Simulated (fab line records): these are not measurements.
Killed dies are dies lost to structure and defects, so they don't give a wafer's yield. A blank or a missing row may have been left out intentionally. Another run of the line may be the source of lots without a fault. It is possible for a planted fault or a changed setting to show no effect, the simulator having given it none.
Which tool was responsible?	flow nand-harc	11 lots, 33 wafers sampled, at 6 steps of a route of 1159

WHAT THE GAUGES READ, wafer by wafer
NHARC_A_M0_THK_MEAS_24: measures by xrf. Usual: thk-nm at 113.5 nm, with a standard deviation of 1.7.
lot	measured	on	thk-nm (nm)	flag
L110	day 18 03:08	film-metro-02	118.9 114.4 117.6	
L112	day 18 09:34	film-metro-01	112.8 114.7 113.6	
L117	day 19 11:12	film-metro-01	116.8 115.4 113.7	
L118	day 20 06:41	film-metro-02	113.7 113.2 115.8	
L120	day 20 07:04	film-metro-01	112.5 112.3 113.1	
L121	day 20 21:58	film-metro-01	114.7 113.5 112.1	
L119	day 21 01:23	film-metro-02	114.4 113.2 114.4	
L123	day 21 17:11	film-metro-01	116.9 113.0 113.9	
L126	day 22 09:26	film-metro-01	112.5 111.5 112.0	
L127	day 22 11:38	film-metro-02	113.6 113.7 116.9	
L130	day 22 19:09	film-metro-02	114.4 113.1 115.1	

NHARC_A_M0_INSPECT_27. Usual: raw-defect-count at 479, with a standard deviation of 130.
lot	measured	on	raw-defect-count	flag
L110	day 18 03:18	defect-inspect-01	390 692 406	
L112	day 18 09:44	defect-inspect-02	724 308 390	
L117	day 19 11:21	defect-inspect-02	515 416 397	
L118	day 20 06:50	defect-inspect-01	447 396 484	
L120	day 20 07:13	defect-inspect-01	401 417 776	
L121	day 20 22:07	defect-inspect-01	550 544 580	
L119	day 21 01:33	defect-inspect-02	418 609 429	
L123	day 21 17:21	defect-inspect-01	444 434 387	
L126	day 22 09:37	defect-inspect-02	321 270 262	
L127	day 22 11:48	defect-inspect-02	502 409 404	
L130	day 22 19:18	defect-inspect-01	330 258 271	

NHARC_A_M1_INSPECT_11. Usual: raw-defect-count at 35, with a standard deviation of 15.
lot	measured	on	raw-defect-count	flag
L110	day 18 04:56	defect-inspect-01	38 33 31	
L112	day 18 11:17	defect-inspect-02	7 16 10	
L117	day 19 12:44	defect-inspect-02	42 41 41	
L118	day 20 08:28	defect-inspect-02	41 37 37	
L120	day 20 08:55	defect-inspect-02	23 28 28	
L121	day 20 23:38	defect-inspect-01	39 37 36	
L119	day 21 03:04	defect-inspect-01	52 42 41	
L123	day 21 18:51	defect-inspect-01	408 367 397	OFF
L126	day 22 11:08	defect-inspect-01	44 37 43	
L127	day 22 13:19	defect-inspect-01	373 429 398	OFF
L130	day 22 20:40	defect-inspect-02	23 14 27	

NHARC_END_SORT_01. Usual: defect-limited-yield 95.0 %, standard deviation 1.6; killed-at-array 30, standard deviation 10; killed-at-other 0.5, standard deviation 0.82; killed-at-periphery 2.9, standard deviation 2; killed-dies 34, standard deviation 11; killed-open 3.2, standard deviation 1.8; killed-short 2.0, standard deviation 1.4; sort_bin_2_pct 1.5 %, standard deviation 0.68; sort_bin_3_pct 0.28 %, standard deviation 0.21; sort_bin_4_pct 3.1 %, standard deviation 0.97; sort-n-pass 643, standard deviation 11; sort-rim-yield-pct 94.6 %, standard deviation 2.9; sort-yield-pct 95.0 %, standard deviation 1.6.
lot	measured	on	defect-limited-yield (%)	killed-at-array	killed-at-other	killed-at-periphery	killed-dies	killed-open	killed-short	sort_bin_2_pct (%)	sort_bin_3_pct (%)	sort_bin_4_pct (%)	sort-n-pass	sort-rim-yield-pct (%)	sort-yield-pct (%)	flag
L123	day 23 16:49	prober-02	86.9 85.4 85.1	86 98 98	0 1 0	3 0 3	89 99 101	1 0 4	1 3 2	6.6 6.1 6.1	1.92 2.81 2.51	4.6 5.8 6.4	588 578 576	84.0 86.8 84.9	86.9 85.4 85.1	OFF
L126	day 24 08:30	prober-02	94.4 94.8 92.6	35 30 46	1 3 1	2 2 3	38 35 50	2 3 5	1 4 7	1.9 2.1 2.5	0.30 0.44 0.44	3.4 2.7 4.4	639 642 627	95.3 93.4 94.3	94.4 94.8 92.6	
L127	day 24 15:31	prober-02	83.9 85.1 83.6	103 98 108	0 0 1	6 3 2	109 101 111	5 2 6	2 1 2	7.2 6.6 5.6	2.36 2.95 3.25	6.5 5.3 7.5	568 576 566	75.5 84.0 81.1	83.9 85.1 83.6	OFF

EACH LOT AND THE TOOL THAT RAN IT (in order: tool; ch and the chambers of the sampled wafers; start)
lot	NHARC_A_M0_PRE_CLEAN_31	NHARC_A_M1_DESCUM_14
L110	pecvd-01 ch 1,2, day 18 03:22	rie-diel-05 ch 1,2, day 18 04:59
L112	pecvd-01 ch 1,2, day 18 09:50	rie-diel-11 ch 1,2,3, day 18 11:20
L117	pecvd-01 ch 0,2, day 19 11:25	rie-diel-12 ch 1,3, day 19 12:48
L118	pecvd-04 ch 0,1,2, day 20 06:54	rie-diel-12 ch 1,3, day 20 08:31
L120	pecvd-04 ch 0,1,2, day 20 07:18	rie-diel-12 ch 0,1,3, day 20 08:58
L121	pecvd-04 ch 1,2, day 20 22:12	rie-diel-11 ch 1,2,3, day 20 23:43
L119	pecvd-01 ch 0,1,2, day 21 01:37	rie-diel-11 ch 0,1, day 21 03:08
L123	pecvd-01 ch 0,1, day 21 17:25	rie-diel-12 ch 1,3, day 21 18:55
L126	pecvd-04 ch 0,1, day 22 09:41	rie-diel-05 ch 1,2,3, day 22 11:13
L127	pecvd-01 ch 0,2, day 22 11:52	rie-diel-05 ch 0,1,2, day 22 13:23
L130	pecvd-03 ch 0,2, day 22 19:22	rie-diel-12 ch 0,1,3, day 22 20:44
- NHARC_A_M0_PRE_CLEAN_31: time 12 s.
- NHARC_A_M1_DESCUM_14: chemistry O2, time 3 s.

AS READ BY THE TOOLS THEMSELVES (means over the sampled wafers that have a number; for cases with no such wafer, the mark the record gives instead)
NHARC_A_M0_PRE_CLEAN_31. Usual: heater-power-w at 677 W, with a standard deviation of 79.
lot	tool	heater-power-w (W)	flag
L110	pecvd-01	640	
L112	pecvd-01	681	
L117	pecvd-01	691	
L118	pecvd-04	657	
L120	pecvd-04	647	
L121	pecvd-04	646	
L119	pecvd-01	717	
L123	pecvd-01	603	
L126	pecvd-04	681	
L127	pecvd-01	756	
L130	pecvd-03	725	

NHARC_A_M1_DESCUM_14. Usual: drypump-motor-current-A 5.8 A, standard deviation 0.5; mfc-ar-sccm 0.016 sccm, standard deviation 0.013; oes-product-au 1.006 a.u., standard deviation 0.014; rf-vpp-V 57.8 V, standard deviation 0.84; showerhead-plenum-p-Torr 1.90 Torr, standard deviation 0.066; throttle-valve-pct 11.310 %, standard deviation 0.0082.
lot	tool	drypump-motor-current-A (A)	mfc-ar-sccm (sccm)	oes-product-au (a.u.)	rf-vpp-V (V)	showerhead-plenum-p-Torr (Torr)	throttle-valve-pct (%)	flag
L110	rie-diel-05	5.9	0.006	1.000	57.5	1.90	11.307	
L112	rie-diel-11	5.9	0.017	0.998	58.4	1.86	11.312	
L117	rie-diel-12	5.9	0.025	1.027	58.3	2.04	11.298	
L118	rie-diel-12	5.9	0.025	1.012	58.9	2.04	11.314	
L120	rie-diel-12	5.5	0.013	1.015	57.9	1.99	11.307	
L121	rie-diel-11	5.9	0.017	1.006	58.0	1.86	11.309	
L119	rie-diel-11	5.5	0.021	1.003	58.0	1.86	11.307	
L123	rie-diel-12	5.8	0.013	1.013	58.0	2.01	11.310	
L126	rie-diel-05	5.8	0.006	0.999	57.0	1.87	11.314	
L127	rie-diel-05	6.2	0.016	0.995	58.0	1.90	11.313	
L130	rie-diel-12	5.5	0.013	1.025	58.7	1.99	11.315	

THE ANSWER, worked out from the rows above alone
Rule: lot off if the mean of its wafers having a number is beyond 3 standard deviations from the usual mean. Also off: a lot with no number at a reading for which 4 or more lots have one. Any other lot the step has rows for is counted as sound. The gauges are gone through in route order, then the tools' own readings, and for those a lot's mean is taken as printed above. At the first step where some lot is off, the reading lying furthest off is the one used; lots without a number count as furthest.
Off, at NHARC_A_M1_INSPECT_11 on raw-defect-count: L123, L127.
If a tool, at a process step before that reading, ran all the lots that are off and no sound lot after the first of them, it fits. The gauges at NHARC_A_M1_INSPECT_11 aren't tried: what is off there is off at NHARC_END_SORT_01 too, on other tools, and a gauge's error can't cause that. One candidate fits, namely pecvd-01 at NHARC_A_M0_PRE_CLEAN_31. A fault onset in the window from L119 (day 21 01:37, its last sound lot) to L123 (day 21 17:25, its first lot off) fits.

WHAT THE SIMULATOR PUT IN
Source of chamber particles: pecvd-01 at NHARC_A_M0_PRE_CLEAN_31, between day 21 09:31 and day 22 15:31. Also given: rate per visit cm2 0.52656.
Struck lots among those shown: L123, L127. The rule above found the same.
